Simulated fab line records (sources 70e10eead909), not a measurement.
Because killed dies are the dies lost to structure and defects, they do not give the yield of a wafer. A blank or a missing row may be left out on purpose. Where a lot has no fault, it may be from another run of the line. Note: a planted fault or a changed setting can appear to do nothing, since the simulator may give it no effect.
fab line records	flow nandHarc
record lots=12	wafers=36	lastDay=25
route steps=1159 shown A_M1@1043 A_BONDPAD@1093 THIN_TSV@1124 END@1159
lots untouched by any fault: they come from a run of this same line in which no faults occurred
startH: the number of hours between the record's first day and the start of the first shown wafer of the lot	waitH: hours from the lot's prior step to this one	" as in the row above	L1.1+2: several wafers, shown together as one row	- no value, or no start was given	* or withheld: withheld	< > ~ a bound
route shown NAME@n: a module of which the file shows steps, and the number in the route of the first	usual: mean/standard deviation of fault-free wafers	same: alike in all rows	chamber/n: place in a boat	sites: readings site by site	_std_site: how widely they spread, as a standard deviation	_edge_site: outer sites' mean less inner sites'	radiusMm: for every site, how far away it sits from the centre of the wafer	mask NAME#n: copy n	behind: tool/chamber where the wafer was last shaped	hold: why the lot was held/for how many hours/how that ended	device: transistor that didn't switch, given as n, p or np	end of line: tests run on the same wafers once the route is complete	a step with no rows: only its recipe	killed: the dies lost at the first sort to structure and to defects; this is not the yield of the wafer	map: per-die view of a wafer (x killed, . not killed, _ where there is no die)
set.NAME: setting as actually run; set.NAME@STEP: the setting as run at that earlier step	model.NAME: the simulator's own value behind a step, which no gauge read
route steps across a sampled set of lots; one table per step, one row per wafer
services: from which hour (startH, from the record's first day; less than 0 if before it) a tool's chamber was out of use, for how many hours, and why
## steps
# step NHARC_A_M1_STRIP_18
# recipe powerW=1000	n2FlowSccm=150	h2FlowSccm=150	arFlowSccm=0	biasW=0	chemistry=N2/H2
# usual drypumpMotorCurrentA=5.55/0.29	mfcArSccm=0.005/0.0063	oesProductAu=0.998/0.0095	rfVppV=91.1/0.89	showerheadPlenumPTorr=2.09/0.079	throttleValvePct=14.172/0.0092
lot.wafer	tool	chamber	startH	waitH	drypumpMotorCurrentA	mfcArSccm	oesProductAu	rfHoursCounterH	rfVppV	showerheadPlenumPTorr	throttleValvePct
L519.4	rieDiel-10	3	405.98	0.1	5.21	0	0.991	4	91.4	2.17	14.173
L519.1	"	0	"	"	5.94	0	1.011	3	90.3	1.96	14.189
L519.5	"	2	"	"	5.35	0.016	0.990	-	90.2	2.18	14.179
L520.1	rieDiel-03	1	406.58	0.1	5.92	0.012	0.997	1	91.9	2.17	14.185
L520.3	"	2	"	"	5.36	0	0.986	1	91.4	2.13	14.170
L520.6	"	1	"	"	5.93	0.012	0.994	-	92.5	2.17	14.176
L521.4	rieDiel-10	3	414.69	0.1	5.24	0	0.997	4	90.8	2.17	14.177
L521.2	"	1	"	"	5.48	0.016	1.001	4	90.9	2.11	14.168
L521.6	"	3	"	"	5.24	0	0.995	-	92.6	2.17	14.165
L522.4	rieDiel-11	2	414.95	0.1	5.54	0	1.026	1	91.7	2.13	14.164
L522.2	"	3	"	"	5.21	0	0.985	1	92.0	2.07	14.169
L522.5	"	3	"	"	5.22	0	0.986	-	90.7	2.07	14.185
L527.2	rieDiel-10	0	446.60	0.1	5.92	0	1.013	5	88.6	1.95	14.165
L527.3	"	1	"	"	5.48	0.016	0.995	6	91.6	2.11	14.165
L527.5	"	2	"	"	5.35	0.016	1.005	-	92.2	2.17	14.189
L530.3	rieDiel-10	0	455.34	0.1	5.95	0	1.003	6	90.3	1.96	14.175
L530.1	"	1	"	"	5.47	0.016	0.994	6	91.8	2.11	14.190
L530.6	"	3	"	"	5.24	0	0.986	-	91.8	2.17	14.158
L529.2	rieDiel-03	1	459.89	0.1	5.99	0.012	1.002	4	92.3	2.17	14.165
L529.1	"	3	"	"	5.45	0.010	0.987	4	91.8	2.14	14.182
L529.6	"	1	"	"	5.98	0.012	0.997	-	92.7	2.17	14.178
L535.3	rieDiel-11	1	491.59	0.1	5.24	0	1.009	3	90.2	2.04	14.166
L535.1	"	3	"	"	5.23	0	0.991	3	90.7	2.07	14.178
L535.6	"	3	"	"	5.24	0	0.987	-	92.4	2.07	14.174
L539.3	rieDiel-11	2	526.44	0.1	5.52	0	1.023	3	91.0	2.13	14.175
L539.1	"	3	"	"	5.22	0	0.988	4	92.6	2.07	14.160
L539.5	"	1	"	"	5.23	0	1.001	-	90.5	2.04	14.163
L541.1	rieDiel-03	1	532.88	0.1	5.94	0.012	1.002	9	91.3	2.17	14.184
L541.6	"	1	"	"	5.92	0.012	1.003	-	91.2	2.17	14.174
L541.5	"	2	"	"	5.34	0	0.986	-	92.2	2.13	14.179
L540.3	rieDiel-11	3	532.97	0.1	5.21	0	0.978	4	90.4	2.07	14.168
L540.1	"	0	"	"	5.83	0	0.986	4	91.2	1.99	14.169
L540.2	"	1	"	"	5.24	0	0.990	4	92.0	2.04	14.175
L542.3	rieDiel-03	0	565.29	0.1	5.92	0.006	1.010	10	89.7	1.97	14.164
L542.2	"	2	"	"	5.35	0	0.995	13	91.2	2.12	14.191
L542.5	"	0	"	"	5.92	0.006	1.016	-	91.0	1.97	14.176
# step NHARC_A_M1_THK_MEAS_24
# recipe thkMeasGauge=xrf
# usual thkNm=154.6/1.5
lot.wafer	tool	chamber	startH	waitH	thkNm
L519.1	filmMetro-01	-	408.01	-	155.2
L519.4	"	-	"	"	153.2
L519.5	"	-	"	"	154.3
L520.1	filmMetro-02	-	408.60	-	151.4
L520.3	"	-	"	"	153.7
L520.6	"	-	"	"	153.6
L521.2	filmMetro-02	-	416.74	-	153.7
L521.4	"	-	"	"	154.2
L521.6	"	-	"	"	155.7
L522.2	filmMetro-01	-	417.06	-	154.2
L522.4	"	-	"	"	154.7
L522.5	"	-	"	"	154.8
L527.2	filmMetro-01	-	448.59	-	151.5
L527.3	"	-	"	"	154.5
L527.5	"	-	"	"	154.2
L530.1	filmMetro-01	-	457.34	-	154.1
L530.3	"	-	"	"	155.3
L530.6	"	-	"	"	156.4
L529.1	filmMetro-02	-	461.91	-	155.4
L529.2	"	-	"	"	154.8
L529.6	"	-	"	"	156.8
L535.1	filmMetro-02	-	493.65	-	154.5
L535.3	"	-	"	"	155.8
L535.6	"	-	"	"	153.8
L539.1	filmMetro-01	-	528.50	-	155.8
L539.3	"	-	"	"	152.9
L539.5	"	-	"	"	154.5
L541.1	filmMetro-02	-	535.63	-	153.0
L541.5	"	-	"	"	154.3
L541.6	"	-	"	"	154.6
L540.1	filmMetro-01	-	535.84	-	154.0
L540.2	"	-	"	"	156.5
L540.3	"	-	"	"	155.0
L542.2	filmMetro-01	-	567.39	-	154.1
L542.3	"	-	"	"	154.6
L542.5	"	-	"	"	157.2
# step NHARC_A_BONDPAD_INSPECT_23
# usual rawDefectCount=498/160
lot.wafer	tool	chamber	startH	waitH	rawDefectCount
L519.1	defectInspect-02	-	413.33	0.0	432
L519.4	"	-	"	"	544
L519.5	"	-	"	"	646
L520.1	defectInspect-01	-	414.08	0.0	578
L520.3	"	-	"	"	407
L520.6	"	-	"	"	645
L521.2	defectInspect-01	-	422.24	0.0	634
L521.4	"	-	"	"	632
L521.6	"	-	"	"	515
L522.2	defectInspect-01	-	422.58	0.0	593
L522.4	"	-	"	"	1057
L522.5	"	-	"	"	632
L527.2	defectInspect-02	-	453.74	0.0	443
L527.3	"	-	"	"	556
L527.5	"	-	"	"	418
L530.1	defectInspect-02	-	462.36	0.0	678
L530.3	"	-	"	"	397
L530.6	"	-	"	"	259
L529.1	defectInspect-02	-	466.74	0.0	559
L529.2	"	-	"	"	606
L529.6	"	-	"	"	370
L535.1	defectInspect-02	-	498.49	0.0	431
L535.3	"	-	"	"	326
L535.6	"	-	"	"	373
L539.1	defectInspect-01	-	533.43	0.0	464
L539.3	"	-	"	"	390
L539.5	"	-	"	"	645
L541.1	defectInspect-02	-	540.45	0.0	406
L541.5	"	-	"	"	574
L541.6	"	-	"	"	479
L540.1	defectInspect-02	-	541.04	0.0	586
L540.2	"	-	"	"	344
L540.3	"	-	"	"	789
L542.2	defectInspect-02	-	572.28	0.0	401
L542.3	"	-	"	"	671
L542.5	"	-	"	"	647
# step NHARC_THIN_TSV_DEP_47
# recipe targetThkA=2000	tempC=withheld	pressureTorr=6.5	rfW=900	teosFlowSccm=161.4	flowSccm=2650	targetThkNm=200	gas=O2	material=SiO2
# usual flowSccm=2652/8.1	throttleValvePct=15.9/0.53
lot.wafer	tool	chamber	startH	waitH	flowSccm	sinceWetCleanH	throttleValvePct
L520.3	pecvd-03	2	428.82	-	2644	124	16.1
L520.1	"	1	"	"	2631	124	16.6
L520.6	"	0	"	"	2655	-	16.4
L519.1	pecvd-02	2	434.01	-	2642	87	15.8
L519.5	"	2	"	"	2637	-	15.7
L519.4	"	1	"	"	2649	-	15.4
L521.2	pecvd-02	0	439.62	-	2653	92	15.7
L521.4	"	1	"	"	2666	-	15.4
L521.6	"	2	"	"	2649	-	15.4
L522.2	pecvd-01	2	440.95	-	2653	10	16.1
L522.4	"	2	"	"	2646	-	16.0
L522.5	"	0	"	"	2650	-	17.1
L527.3	pecvd-01	0	468.49	-	2654	37	16.9
L527.2	"	2	"	"	2643	37	15.9
L527.5	"	1	"	"	2668	-	15.3
L529.1	pecvd-02	0	478.22	-	2658	131	15.3
L529.2	"	1	"	"	2660	131	15.3
L529.6	"	2	"	"	2654	-	15.5
L530.1	pecvd-02	0	479.70	-	2647	132	15.7
L530.3	"	2	"	"	2660	133	15.4
L530.6	"	0	"	"	2640	-	15.6
L535.3	pecvd-03	1	517.69	-	2637	31	16.4
L535.1	"	0	"	"	2641	32	16.1
L535.6	"	2	"	"	2638	-	16.6
L539.3	pecvd-02	0	551.42	-	2651	23	15.7
L539.1	"	1	"	"	2651	23	15.6
L539.5	"	2	"	"	2653	-	15.7
L541.1	pecvd-02	2	552.58	-	2644	24	16.0
L541.5	"	2	"	"	2639	-	15.6
L541.6	"	0	"	"	2653	-	15.4
L540.1	pecvd-02	0	562.49	-	2660	34	15.5
L540.3	"	1	"	"	2655	34	15.2
L540.2	"	2	"	"	2659	34	15.8
L542.3	pecvd-02	2	587.99	-	2647	60	15.8
L542.2	"	0	"	"	2656	60	15.6
L542.5	"	1	"	"	2651	-	15.5
# step NHARC_END_SORT_01
# recipe tempC=25
# usual defectLimitedYield=95.6/1.4	killedAtArray=26/9	killedAtOther=0.8/1.2	killedAtPeriphery=3.2/2.3	killedDies=30/9.1	killedOpen=3.5/2	killedShort=1.8/1.4	sort_bin_2_pct=1.4/0.59	sort_bin_3_pct=0.25/0.22	sort_bin_4_pct=2.8/0.91	sortNPass=647/9.1	sortRimYieldPct=95.4/3	sortYieldPct=95.6/1.4
# same grossDies=677	sort_bin_5_pct[%]=0	sort_bin_6_pct[%]=0	sort_bin_7_pct[%]=0	sort_bin_8_pct[%]=0	sortRimNGross=106.00
lot.wafer	tool	chamber	startH	waitH	defectLimitedYield[%]	killedAtArray	killedAtOther	killedAtPeriphery	killedDies	killedOpen	killedShort	sort_bin_2_pct[%]	sort_bin_3_pct[%]	sort_bin_4_pct[%]	sortNPass	sortRimYieldPct[%]	sortYieldPct[%]
L529.1	prober-01	0	491.29	2.5	89.1	23	49	2	74	1	2	4.6	2.66	3.7	603	80.2	89.1
L529.2	prober-01	0	492.09	2.8	87.1	12	71	4	87	4	2	6.8	2.66	3.4	590	88.7	87.1
L529.6	prober-01	0	495.32	4.0	84.9	21	79	2	102	3	2	6.5	3.55	5.0	575	86.8	84.9
L530.1	prober-02	0	491.37	2.5	87.7	37	45	1	83	3	0	5.0	2.66	4.6	594	86.8	87.7
L530.3	prober-02	0	492.97	3.1	84.6	24	78	2	104	3	2	7.4	3.99	4.0	573	88.7	84.6
L530.6	prober-02	0	495.38	4.0	90.7	22	41	0	63	2	1	3.2	2.51	3.5	614	87.7	90.7
# killed by level:class
L529.1 THIN_TSV:unspecified=48 A_SLIT:chamberFilmFlake=14 A_STAIRCASE:chamberFilmFlake=3 A_CONTACT:chamberFilmFlake=2 P_M0:geometricParticle:open=1 P_M1:geometricParticle:short=1 A_ONON_D1:geometricParticle:short=1 A_ZERO_WELL:chamberFilmFlake=1
L530.1 THIN_TSV:unspecified=45 A_CHANNEL_HOLE_D1:chamberFilmFlake=22 A_STAIRCASE:chamberFilmFlake=4 A_CONTACT:chamberFilmFlake=4 A_WL_FILL:chamberFilmFlake=3 A_CONTACT:geometricParticle:open=2 A_WL_FILL:geometricParticle:open=1 P_ZERO_WELL:chamberFilmFlake=1
L529.2 THIN_TSV:unspecified=67 A_SLIT:chamberFilmFlake=5 THIN_TSV:chamberFilmFlake=4 A_CONTACT:chamberFilmFlake=3 P_CONTACT:geometricParticle:short=2 P_CONTACT:geometricParticle:open=1 P_M2:geometricParticle:open=1 A_ONON_D1:geometricParticle:open=1
L530.3 THIN_TSV:unspecified=78 A_CHANNEL_HOLE_D1:chamberFilmFlake=13 A_CONTACT:chamberFilmFlake=3 A_CHANNEL_FILL_D1:chamberFilmFlake=2 P_M0:geometricParticle:open=1 P_M1:geometricParticle:open=1 A_ONON_D1:geometricParticle:open=1 A_CHANNEL_FILL_D1:geometricParticle:short=1
L529.6 THIN_TSV:unspecified=78 A_SLIT:chamberFilmFlake=8 A_STAIRCASE:chamberFilmFlake=3 P_CONTACT:geometricParticle:open=2 A_CONTACT:chamberFilmFlake=2 A_CHANNEL_HOLE_D1:chamberFilmFlake=2 A_WL_FILL:chamberFilmFlake=2 A_CONTACT:geometricParticle:open=1
L530.6 THIN_TSV:unspecified=41 A_CHANNEL_HOLE_D1:chamberFilmFlake=12 A_CONTACT:chamberFilmFlake=5 A_M0:geometricParticle:open=2 A_WL_FILL:geometricParticle:short=1 A_ZERO_WELL:chamberFilmFlake=1 A_WL_FILL:chamberFilmFlake=1
## services
tool	chamber	startH	hours	kind
rieDiel-10	0	387.00	-	clean
rieDiel-03	-	392.30	9.0	pm
pecvd-01	-	418.39	13.0	pm
rieDiel-03	0	432.71	12.3	repair
pecvd-01	-	448.27	0.9	repair
pecvd-01	2	457.95	3.3	repair
pecvd-03	-	473.26	13.0	pm
rieDiel-11	2	477.32	23.2	repair
rieDiel-10	2	496.06	15.7	repair
rieDiel-11	1	501.10	1.4	repair
rieDiel-11	0	502.42	6.5	repair
pecvd-02	-	515.27	13.0	pm
pecvd-02	0	515.27	13.0	ventCycle
pecvd-02	1	515.27	13.0	ventCycle
pecvd-02	2	515.27	13.0	ventCycle
pecvd-01	2	524.80	6.5	repair
rieDiel-11	-	525.51	0.7	repair
rieDiel-03	3	527.89	10.6	repair
pecvd-02	0	528.27	-	clean
pecvd-02	1	528.27	-	clean
pecvd-02	2	528.27	-	clean
rieDiel-10	-	530.71	9.0	pm
rieDiel-11	-	543.50	9.0	pm
rieDiel-03	-	569.30	9.0	pm
## key
firstSign step=NHARC_END_SORT_01	reading=killedAtOther	direction=up	sigmas=51	usual=0.8	struck=60.5
effect step=NHARC_END_SORT_01	reading=killedDies	direction=up	sigmas=6.1	usual=30	struck=86
moreKillsBornAt NHARC_THIN_TSV_DEP_47@pecvd-02=357
metAt NHARC_THIN_TSV_DEP_47
struckLots L529,L530
notActingAt NHARC_A_M1_STRIP_18,NHARC_A_M1_THK_MEAS_24,NHARC_A_BONDPAD_INSPECT_23
onsetBetween 439.62 478.22
fault kind=chamberParticleSource	tool=pecvd-02	chamber=-	onsetH=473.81	steps=NHARC_THIN_TSV_DEP_47	ratePerVisitCm2=0.90027	endH=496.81
